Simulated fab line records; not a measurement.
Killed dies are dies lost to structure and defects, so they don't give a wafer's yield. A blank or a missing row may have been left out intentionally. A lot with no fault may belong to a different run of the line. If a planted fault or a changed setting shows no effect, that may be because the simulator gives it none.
Matching of chambers	flow n5 finfet	N5_SD_EPI_N_ETCH_35 on rie diel-03: 4 sister chambers
The step etches SOC in N2/H2, overetch 108 nm, time 486 s. 4 wafers are shown with their chamber, then 11 later ones without.

## WAFERS, EACH WITH ITS CHAMBER
wafer	chamber	drypump motor current A (A)
L091.1	0	5.3
L091.2	3	5.1
L091.3	1	5.8
L091.4	2	6.3

## WAFERS MISSING THEIR CHAMBER
wafer	drypump motor current A (A)
L091.5	5.8
L091.6	5.3
L093.2	5.1
L093.4	6.3
L093.6	6.2
L095.1	5.8
L095.3	6.3
L095.6	5.8
L097.1	5.3
L097.3	5.8
L097.6	5.2

## THE CHAMBER EACH PASSED THROUGH
wafer	from the rows above	in truth
L091.5	1	1
L091.6	0	0
L093.2	3	3
L093.4	2	2
L093.6	2	2
L095.1	1	1
L095.3	2	2
L095.6	1	1
L097.1	0	0
L097.3	1	1
L097.6	can't be placed: 0 or 3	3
Correct placement for 10 of the 11. Not placeable from these rows: 1 (in 1, the candidates include the true chamber). Wrongly placed: 0.
How it was worked out, from the rows above alone: a wafer's distance from a chamber is the root of the sum, over the readings, of the square of ((its reading less the chamber's mean) divided by the reading's scatter). If the next closest chamber is less than 2 further off than the closest, the wafer can't be placed; otherwise it belongs to the closest. For every chamber, the mean is computed from those of its wafers that are shown. The scatter: with one shown wafer a chamber, the root of the mean of the squares of how far each hidden wafer lies from its nearest shown one.
